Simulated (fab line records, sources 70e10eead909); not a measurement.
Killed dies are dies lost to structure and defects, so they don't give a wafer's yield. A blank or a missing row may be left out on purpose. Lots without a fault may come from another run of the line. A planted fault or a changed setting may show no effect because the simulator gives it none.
A struck lot beside a sound one | flow nand_harc | 14 steps out of a route of 1302
Sound: wafers L886.4, L886.5, L886.6. Struck: wafers L881.2, L881.4, L881.5. The cause comes at the end.
At each step with rows: each side's tool, then ch and its chambers, then its first start. Under that, the readings that differ: sound wafers | struck wafers | difference of the means | sigmas: that difference in standard deviations of wafers without a fault.
alike: readings whose means differ by less than 2 such deviations, and words and numbers that are the same on both sides. not compared: withheld readings, readings that some wafer has no value for, bounds like >300 that may hide the same value, and numbers for which the record gives no deviation and whose values overlap.
The two part at a step that has a row with sigmas, a row that says differs or no value, or rows on one side only. Numbers that don't overlap but have no deviation are shown without sigmas and don't part them. A reading that every wafer of one side lacks parts them only if that side has two wafers or more.

first, 2 steps without rows for these wafers: NHARC_P_GATE_PEB_09 (peb time 85 s); NHARC_P_GATE_DEVELOP_10 (time 70 s).
NHARC_P_GATE_CD_MEAS_11: target cd 1640 nm.
  sound on cd_sem-02 ch 0, day 11 05:27; struck on cd_sem-02 ch 0, day 9 02:33
  alike: cd_nm
then, 1 step without rows for these wafers: NHARC_P_GATE_HARDBAKE_12 (time 80 s).
NHARC_P_GATE_DESCUM_13: chemistry O2, time 3 s.
  sound on rie_diel-08 ch 0,1, day 11 05:37; struck on rie_diel-12 ch 1,2,3, day 9 02:44
  alike: drypump_motor_current_A, oes_product_au, rf_vpp_V, showerhead_plenum_p_Torr, throttle_valve_pct
  not compared: rf_hours_counter_h
then, 6 steps without rows for these wafers: NHARC_P_GATE_ETCH_14 (etches SiO2 in dHF, target depth 48.8 nm); NHARC_P_GATE_STRIP_15 (strips in SPM, time 780 s); NHARC_P_GATE_PRECLEAN_71 (cleans in SC1); NHARC_P_GATE_SRD_72; NHARC_P_GATE_OXIDE_16 (material SiO2, target thk 3 nm, ox time 392 s); NHARC_P_GATE_CVD_17 (deposits poly-Si, target thk 150 nm, time 900 s).
NHARC_P_GATE_HM_DEP_102: deposits aC, target thk 120 nm.
  sound on acl_dep-02 ch 0, day 11 20:23; struck on acl_dep-03 ch 0, day 9 17:04
  alike: susceptor_temp_C, throttle_valve_pct
NHARC_P_GATE_DEP_103: deposits SiON, target thk 30 nm.
  sound on pecvd-03 ch 0,1,2, day 11 20:49; struck on pecvd-03 ch 0,1,2, day 9 17:38
  no value came back on the struck wafers for heater_power_outer_w (W), heater_power_w (W); on the sound wafers heater_power_outer_w (W) reads 394 484 403
  not compared: since_wet_clean_h
then, 1 step without rows for these wafers: NHARC_P_GATE_DEHYDRATE_18 (time 120 s).

WHERE THEY PART
Only at NHARC_P_GATE_DEP_103, within this record.

WHY: what the simulator had put in
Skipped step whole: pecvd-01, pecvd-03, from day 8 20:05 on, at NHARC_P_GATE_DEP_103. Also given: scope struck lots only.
